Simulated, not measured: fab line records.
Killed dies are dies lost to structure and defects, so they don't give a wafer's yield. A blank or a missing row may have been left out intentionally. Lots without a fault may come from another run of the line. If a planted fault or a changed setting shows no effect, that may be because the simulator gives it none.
Comparing a struck lot with a sound one || flow n5_finfet || 15 steps out of a route of 1938
Sound: the wafers L991.2, L991.4, L991.6. Struck: wafer L105.4 (left out: L105.3, L105.6 of the same lot, which were not struck); the cause appears at the end.
At each step with rows: each side's tool, then ch and its chambers, then its first start. Under that, the readings that differ: sound wafers || struck wafers || difference of the means || sigmas: that difference in standard deviations of wafers without a fault.
alike: readings whose means differ by less than 2 such deviations, and words and numbers that are the same on both sides. not compared: withheld readings, readings that some wafer has no value for, bounds like >300 that may hide the same value, and numbers for which the record gives no deviation and whose values overlap.
Wherever a step has rows on one side only, a row that says differs or no value, or a row with sigmas, the two part there. Numbers that don't overlap but have no deviation are shown without sigmas and don't part them. A reading that every wafer of one side lacks parts them only if that side has two wafers or more.

N5_FIN_SAQP_MANDREL_ETCH_58: etches a-Si in HBr/Cl2, stops on SiNx, target depth 45 nm, bt time 10 s, time 27 s.
  sound on rie_si-01 ch 0,1,2, day 2 01:19; struck on rie_si-01 ch 2, day 5 11:37
  alike: drypump_motor_current_A, oes_product_au, rf_fwd_power_W, throttle_valve_pct
  not compared: rf_hours_counter_h
then, 2 steps without rows for these wafers: N5_FIN_SAQP_RECESS_63 (chemistry HF/NH3, target SiO2, target depth 18 nm, afs cycles 3, sublimation time 60 s); N5_FIN_SAQP_COAT_68 (time 60 s, resist thk 100 nm).
N5_FIN_SAQP_ETCH_69: etches SOC in N2/H2, stops on SiNx, target depth 150 nm.
  sound on rie_diel-05 ch 1,2,3, day 2 01:52; struck on rie_diel-05 ch 0, day 5 12:09
{"reading": "showerhead_plenum_p_Torr (Torr)", "sound": "2.64 2.69 2.52", "struck": 2.37, "difference": -0.25, "sigmas": -2}
  alike: drypump_motor_current_A, oes_product_au, rf_fwd_power_W, rf_vpp_V, throttle_valve_pct
  not compared: rf_hours_counter_h
then, 1 step without rows for these wafers: N5_FIN_SAQP_ETCH_67 (etches SiNx in CH3F/O2, target depth 30 nm).
N5_FIN_SAQP_STRIP_70: strips in N2/H2.
  sound on rie_diel-05 ch 1,2,3, day 2 01:58; struck on rie_diel-05 ch 0, day 5 12:15
{"reading": "rf_vpp_V (V)", "sound": "122.0 123.6 123.8", "struck": 121.1, "difference": -2.0, "sigmas": -2}
{"reading": "showerhead_plenum_p_Torr (Torr)", "sound": "3.49 3.55 3.33", "struck": 3.14, "difference": -0.32, "sigmas": -2}
  alike: drypump_motor_current_A, oes_product_au, throttle_valve_pct
  not compared: rf_hours_counter_h
N5_FIN_SAQP_RECESS_71: chemistry HF/NH3, target SiO2, target depth 3 nm, afs cycles 1, sublimation time 60 s.
  sound on vapor_etch-02 ch 0,1, day 2 02:01; struck on vapor_etch-01 ch 1, day 5 12:21
{"reading": "drypump_motor_current_A (A)", "sound": "5.89 5.75 5.86", "struck": 5.61, "difference": -0.22, "sigmas": -3}
then, 2 steps without rows for these wafers: N5_FIN_SAQP_SPACER2_ALD_28 (deposits SiO2, target thk 8.1 nm, pulse time 1 s, purge time 2 s); N5_FIN_SAQP_SPACER2_ETCHBACK_29 (etches SiO2 in CHF3/O2, target depth 12.2 nm, time 6.1 s).
N5_FIN_SAQP_MANDREL2_REMOVE_60: chemistry HBr/Cl2/O2, target a-Si, stops on SiNx, bt time 10 s.
  sound on rie_si-04 ch 0,1,3, day 2 02:35; struck on rie_si-02 ch 3, day 5 12:52
  alike: drypump_motor_current_A, oes_product_au, throttle_valve_pct
  not compared: rf_hours_counter_h
N5_FIN_SAQP_CD_MEAS_31: target cd 8 nm.
  sound on cd_sem-03 ch 0, day 2 02:41; struck on cd_sem-02 ch 0, day 5 12:59
  alike: cd_nm
then, 1 step without rows for these wafers: N5_FIN_SAQP_HM_OPEN_33 (chemistry CH3F/O2, target SiNx, target depth 49.4 nm, time 70.6 s).
N5_FIN_SAQP_ETCH_34: etches SiO2 in C4F6/O2, target depth 45 nm, time 15 s.
  sound on rie_diel-05 ch 1,2,3, day 2 02:48; struck on rie_diel-05 ch 1, day 5 13:10
{"reading": "etch_rf_on_time_s (s)", "sound": "15.11 15.34 14.73", "struck": 16.87, "difference": "+1.81", "sigmas": "+6"}
{"reading": "oes_ar_750_au (a.u.)", "sound": "0.97 0.69 0.74", "struck": 0.58, "difference": -0.22, "sigmas": -2}
{"reading": "rf_fwd_power_W (W)", "sound": "337.2 334.8 335.6", "struck": 252.8, "difference": -83.1, "sigmas": -76}
{"reading": "rf_vpp_V (V)", "sound": "681 656 677", "struck": 754, "difference": "+83", "sigmas": "+7"}
  alike: drypump_motor_current_A, oes_product_au, showerhead_plenum_p_Torr, throttle_valve_pct
  not compared: rf_hours_counter_h
then, 1 step without rows for these wafers: N5_FIN_SAQP_STRIP_77 (strips in N2/H2, time 90 s).
N5_PASSIVATION_PROBE_49:
  the record has rows for the sound wafers here (prober-01, day 14 14:31) and none for the struck ones

## WHERE THEY PART
Earliest at N5_FIN_SAQP_ETCH_69; latest, in this record, at N5_PASSIVATION_PROBE_49.

WHY: the cause the simulator had injected
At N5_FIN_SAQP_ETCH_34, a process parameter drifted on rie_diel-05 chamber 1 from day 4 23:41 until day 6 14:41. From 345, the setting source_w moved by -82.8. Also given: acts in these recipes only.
